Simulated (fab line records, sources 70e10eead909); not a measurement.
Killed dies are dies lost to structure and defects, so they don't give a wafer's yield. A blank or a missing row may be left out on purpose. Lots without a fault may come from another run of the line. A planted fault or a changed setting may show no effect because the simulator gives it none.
Which tool did it? | flow nand_harc | 6 lots, 18 wafers sampled, at 1 step of a route of 1159

WHAT THE GAUGES READ, wafer by wafer
NHARC_A_ONON_D1_THK_MEAS_30: measures by ellipsometry.
lot  | measured     | on            | thk_nm (nm)
L299 | day 9 03:10  | film_metro-01 | 992 993 993
L305 | day 10 10:05 | film_metro-02 | 984 984 985
L310 | day 11 19:15 | film_metro-02 | 1001 1002 1001
L312 | day 12 03:54 | film_metro-02 | 1001 1003 1002
L316 | day 12 18:41 | film_metro-02 | 998 998 998
L318 | day 13 10:37 | film_metro-02 | 1012 1012 1012

WHICH TOOL RAN EACH LOT (tool, then ch and the chambers of the sampled wafers, then the start)
The record holds no process step before these readings.

THE ANSWER, worked out from the rows above alone
Rule: what is usual is taken from the lots themselves. Put in order of their means at a reading, lots are off if they are a third of the lots or fewer, leave a main group of 4 or more, and stand apart from it by a gap of 3 or more times the standard deviation of the main group's means; of several such gaps the widest counts. A main group whose means are all the same, to the digits that the tables above print for the reading, isn't used. A lot without any number at a reading at which 4 lots or more have one is off too. The other lots that the step has rows for count as sound.
No lot is off at any reading shown: from this, nothing can be told.

WHAT THE SIMULATOR HAD PUT IN
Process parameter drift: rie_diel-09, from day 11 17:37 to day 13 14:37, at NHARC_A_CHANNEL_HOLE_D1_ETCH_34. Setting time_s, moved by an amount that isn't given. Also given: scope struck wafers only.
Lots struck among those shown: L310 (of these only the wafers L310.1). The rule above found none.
